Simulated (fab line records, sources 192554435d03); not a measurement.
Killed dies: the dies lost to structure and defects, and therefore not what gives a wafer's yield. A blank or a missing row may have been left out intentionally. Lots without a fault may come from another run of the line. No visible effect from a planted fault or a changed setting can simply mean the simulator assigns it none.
Matching of chambers | flow n5 finfet | N5_BEOL_M13_ETCH_68 on rie diel-02: 4 sister chambers
The step etches SOC in N2/H2, time 355 s. 4 wafers are shown with their chamber, then 8 later ones without.

== WAFERS, EACH WITH ITS CHAMBER ==
wafer  | chamber | showerhead plenum p Torr (Torr)
L084.2 | 1       | 2.37
L089.2 | 0       | 2.50
L089.4 | 2       | 2.69
L091.1 | 3       | 2.43

== WAFERS WITH NO CHAMBER GIVEN ==
wafer  | showerhead plenum p Torr (Torr)
L091.3 | 2.69
L091.6 | 2.50
L093.2 | 2.69
L093.3 | 2.42
L093.5 | 2.69
L094.1 | 2.69
L094.4 | 2.42
L094.5 | 2.42

== WHICH CHAMBER EACH WENT THROUGH ==
wafer  | from the rows above | in truth
L091.3 | 2                   | 2
L091.6 | 0                   | 0
L093.2 | 2                   | 2
L093.3 | 3                   | 3
L093.5 | 2                   | 2
L094.1 | 2                   | 2
L094.4 | 3                   | 3
L094.5 | 3                   | 3
Placed correctly: 8 of 8. Number that these rows cannot place: 0. 0 placed wrongly.
How it was worked out, from the rows above alone: a wafer's distance from a chamber is the root of the sum, over the readings, of the square of ((its reading less the chamber's mean) divided by the reading's scatter). If the next closest chamber is less than 2 further off than the closest, the wafer can't be placed; otherwise it belongs to the closest. A chamber's mean is the mean of its shown wafers. The scatter (one wafer shown for each chamber): square how far every hidden wafer sits from the nearest shown wafer, average those squares and take the square root.
